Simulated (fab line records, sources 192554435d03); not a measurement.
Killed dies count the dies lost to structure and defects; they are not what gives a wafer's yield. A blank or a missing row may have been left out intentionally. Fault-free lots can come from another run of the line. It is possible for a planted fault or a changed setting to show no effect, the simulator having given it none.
Matching of chambers | flow n5_finfet | N5_BEOL_M3_ILD_DEP_00 on pecvd-01: 3 sister chambers
The step deposits SiOC from DEMS/O2, target thk 79 nm, time 15.3 s. 6 wafers are shown with their chamber, then 8 later ones without.

== EACH WAFER AND ITS CHAMBER ==
wafer  | chamber | throttle_valve_pct (%) | heater_power_w (W)
L082.4 | 1       | 13.0                   | 649
L082.5 | 0       | 11.3                   | 447
L083.1 | 1       | 12.9                   | 647
L083.3 | 0       | 11.4                   | 403
L083.4 | 2       | 11.4                   | 560
L087.1 | 2       | 11.4                   | 563

== WAFERS WITH NO CHAMBER GIVEN ==
wafer  | throttle_valve_pct (%) | heater_power_w (W)
L087.3 | 11.6                   | 478
L087.5 | 11.4                   | 574
L091.3 | 13.2                   | 661
L091.4 | 11.2                   | 544
L091.5 | 12.8                   | 659
L097.2 | 11.5                   | 475
L097.3 | 12.9                   | 636
L097.5 | 11.5                   | 485

== EACH ONE'S CHAMBER ==
wafer  | from the rows above     | in truth
L087.3 | can't be placed: 0 or 2 | 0
L087.5 | 2                       | 2
L091.3 | 1                       | 1
L091.4 | 2                       | 2
L091.5 | 1                       | 1
L097.2 | can't be placed: 0 or 2 | 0
L097.3 | 1                       | 1
L097.5 | can't be placed: 0 or 2 | 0
5 of 8 placed correctly. Cannot be placed on the basis of these rows: 3; the candidates contain the true chamber in 3. Number placed wrongly: 0.
How it was worked out, from the rows above alone: a wafer's distance from a chamber is the root of the sum, over the readings, of the square of ((its reading less the chamber's mean) divided by the reading's scatter). The wafer belongs to the nearest chamber; if the next one is less than 2 further off, it can't be placed. For every chamber, the mean is computed from those of its wafers that are shown. The scatter: the root of (the sum of the squares of (reading less its chamber's mean) over the shown wafers, divided by (wafers less chambers)).
